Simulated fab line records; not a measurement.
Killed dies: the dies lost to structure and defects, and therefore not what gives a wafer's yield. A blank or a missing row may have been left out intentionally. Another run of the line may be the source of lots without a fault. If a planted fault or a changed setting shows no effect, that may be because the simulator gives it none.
Which tool was responsible? :: flow n5Finfet :: 12 lots, 36 wafers sampled, at 2 steps of a route of 1938

## WHAT EACH GAUGE READ, for each wafer
N5_BEOL_M9_INSPECT_30: inspects for defects (brightfield).
lot: L074
measured: day 10 12:28
on: defectInspect-02
rawDefectCount: 344 310 312

lot: L076
measured: day 11 11:22
on: defectInspect-01
rawDefectCount: 312 384 349

lot: L081
measured: day 11 17:25
on: defectInspect-02
rawDefectCount: 453 452 588

lot: L080
measured: day 11 17:30
on: defectInspect-02
rawDefectCount: 440 413 411

lot: L083
measured: day 12 11:41
on: defectInspect-02
rawDefectCount: 205 285 310

lot: L084
measured: day 12 17:16
on: defectInspect-01
rawDefectCount: 295 474 293

lot: L086
measured: day 13 11:57
on: defectInspect-01
rawDefectCount: 365 438 258

lot: L090
measured: day 14 06:03
on: defectInspect-01
rawDefectCount: 374 328 349

lot: L089
measured: day 14 15:37
on: defectInspect-01
rawDefectCount: 385 352 346

lot: L091
measured: day 14 16:17
on: defectInspect-01
rawDefectCount: 388 523 390

lot: L096
measured: day 15 14:26
on: defectInspect-01
rawDefectCount: 244 341 316

lot: L097
measured: day 16 01:14
on: defectInspect-01
rawDefectCount: 400 428 282

## EACH LOT AND THE TOOL THAT RAN IT (in order: tool; ch and the chambers of the sampled wafers; start)
lot: L074
N5_BEOL_M9_HM_DEP_02: pvdSputter-01, day 10 09:58

lot: L076
N5_BEOL_M9_HM_DEP_02: pvdSputter-01, day 11 09:10

lot: L081
N5_BEOL_M9_HM_DEP_02: pvdSputter-01, day 11 15:27

lot: L080
N5_BEOL_M9_HM_DEP_02: pvdSputter-01, day 11 15:50

lot: L083
N5_BEOL_M9_HM_DEP_02: pvdSputter-02, day 12 08:54

lot: L084
N5_BEOL_M9_HM_DEP_02: pvdSputter-01, day 12 15:47

lot: L086
N5_BEOL_M9_HM_DEP_02: pvdSputter-02, day 13 10:31

lot: L090
N5_BEOL_M9_HM_DEP_02: pvdSputter-02, day 14 02:04

lot: L089
N5_BEOL_M9_HM_DEP_02: pvdSputter-02, day 14 13:55

lot: L091
N5_BEOL_M9_HM_DEP_02: pvdSputter-02, day 14 14:26

lot: L096
N5_BEOL_M9_HM_DEP_02: pvdSputter-03, day 15 12:39

lot: L097
N5_BEOL_M9_HM_DEP_02: pvdSputter-03, day 15 21:17
- N5_BEOL_M9_HM_DEP_02: deposits TiN, target thk 20 nm.

## THE ANSWER, worked out from the rows above alone
Rule: the usual values come from the lots themselves. Put in order of their means at a reading, lots are off if they are a third of the lots or fewer, leave a main group of 4 or more, and stand apart from it by a gap of 3 or more times the standard deviation of the main group's means; of several such gaps the widest counts. Not used: any main group whose means are identical at the precision the tables above print for the reading. Also off: a lot with no number at a reading for which 4 or more lots have one. All remaining lots with rows at the step are treated as sound.
None of the lots is off at any reading shown; this tells nothing.

## WHAT THE SIMULATOR HAD PUT IN
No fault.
